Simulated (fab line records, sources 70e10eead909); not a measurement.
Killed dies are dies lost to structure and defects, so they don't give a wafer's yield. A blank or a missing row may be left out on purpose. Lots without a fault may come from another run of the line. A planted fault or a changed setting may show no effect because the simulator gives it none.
A struck lot beside a sound one | flow nand_harc | 15 steps out of a route of 1302
Sound: wafers L910.2, L910.3, L910.5. Struck: wafers L918.1, L918.2, L918.4. The cause comes at the end.
At each step with rows: each side's tool, then ch and its chambers, then its first start. Under that, the readings that differ: sound wafers | struck wafers | difference of the means | sigmas: that difference in standard deviations of wafers without a fault.
alike: readings whose means differ by less than 2 such deviations, and words and numbers that are the same on both sides. not compared: withheld readings, readings that some wafer has no value for, bounds like >300 that may hide the same value, and numbers for which the record gives no deviation and whose values overlap.
The two part at a step that has a row with sigmas, a row that says differs or no value, or rows on one side only. Numbers that don't overlap but have no deviation are shown without sigmas and don't part them. A reading that every wafer of one side lacks parts them only if that side has two wafers or more.

first, 1 step without rows for these wafers: NHARC_A_ONON_D1_DEP_12 (target thk 1000 nm).
NHARC_A_ONON_D1_THK_MEAS_14: measures by ellipsometry.
  sound on film_metro-02, day 8 21:47; struck on film_metro-02, day 12 07:46
  alike: thk_nm
then, 2 steps without rows for these wafers: NHARC_A_ONON_D1_ANNEAL_15 (time 3600 s); NHARC_A_ONON_D1_DEP_16 (target thk 1000 nm).
NHARC_A_ONON_D1_THK_MEAS_18: measures by ellipsometry.
  sound on film_metro-01, day 9 09:15; struck on film_metro-01, day 12 15:34
  alike: thk_nm
then, 1 step without rows for these wafers: NHARC_A_ONON_D1_DEP_19 (target thk 1000 nm).
NHARC_A_ONON_D1_THK_MEAS_21: measures by ellipsometry.
  sound on film_metro-01, day 9 09:49; struck on film_metro-02, day 12 16:07
  reading     | sound       | struck         | difference | sigmas
  thk_nm (nm) | 987 986 986 | 1006 1004 1005 | +19        | +3
then, 1 step without rows for these wafers: NHARC_A_ONON_D1_DEP_22 (target thk 1000 nm).
NHARC_A_ONON_D1_THK_MEAS_24: measures by ellipsometry.
  sound on film_metro-01, day 9 10:23; struck on film_metro-02, day 12 16:41
  alike: thk_nm
then, 1 step without rows for these wafers: NHARC_A_ONON_D1_DEP_25 (target thk 1000 nm).
NHARC_A_ONON_D1_THK_MEAS_27: measures by ellipsometry.
  sound on film_metro-01, day 9 10:57; struck on film_metro-02, day 12 17:15
  reading     | sound        | struck         | difference | sigmas
  thk_nm (nm) | 999 999 1000 | 1032 1032 1033 | +33        | +3
NHARC_A_ONON_D1_DEP_28: target thk 1000 nm.
  sound on pecvd_onon-04 ch 0, day 9 11:04; struck on pecvd_onon-04 ch 0, day 12 17:19
  alike: susceptor_temp_C
NHARC_A_ONON_D1_THK_MEAS_30: measures by ellipsometry.
  sound on film_metro-01, day 9 11:31; struck on film_metro-01, day 12 17:49
  reading     | sound       | struck         | difference | sigmas
  thk_nm (nm) | 988 987 988 | 1532 1531 1532 | +544       | +58
NHARC_A_ONON_D1_DEP_33: deposits SiO2, target thk 200 nm.
  sound on pecvd-04 ch 0,2, day 9 11:34; struck on pecvd-01 ch 0,1, day 12 17:52
  alike: heater_power_w, showerhead_vpp_V, susceptor_temp_C, throttle_valve_pct
  not compared: since_wet_clean_h
-- the record jumps here: 16 days lie between the struck wafers' starts before and after (it left off in module A_ONON_D1 and takes up again in module END, whose first step shown is number 1302 of the route) --
NHARC_END_SORT_01:
  the record has rows for the struck wafers here (prober-02 ch 0, day 28 10:26) and none for the sound ones

WHERE THEY PART
First at NHARC_A_ONON_D1_THK_MEAS_21; last, within this record, at NHARC_END_SORT_01.

WHY: what the simulator had put in
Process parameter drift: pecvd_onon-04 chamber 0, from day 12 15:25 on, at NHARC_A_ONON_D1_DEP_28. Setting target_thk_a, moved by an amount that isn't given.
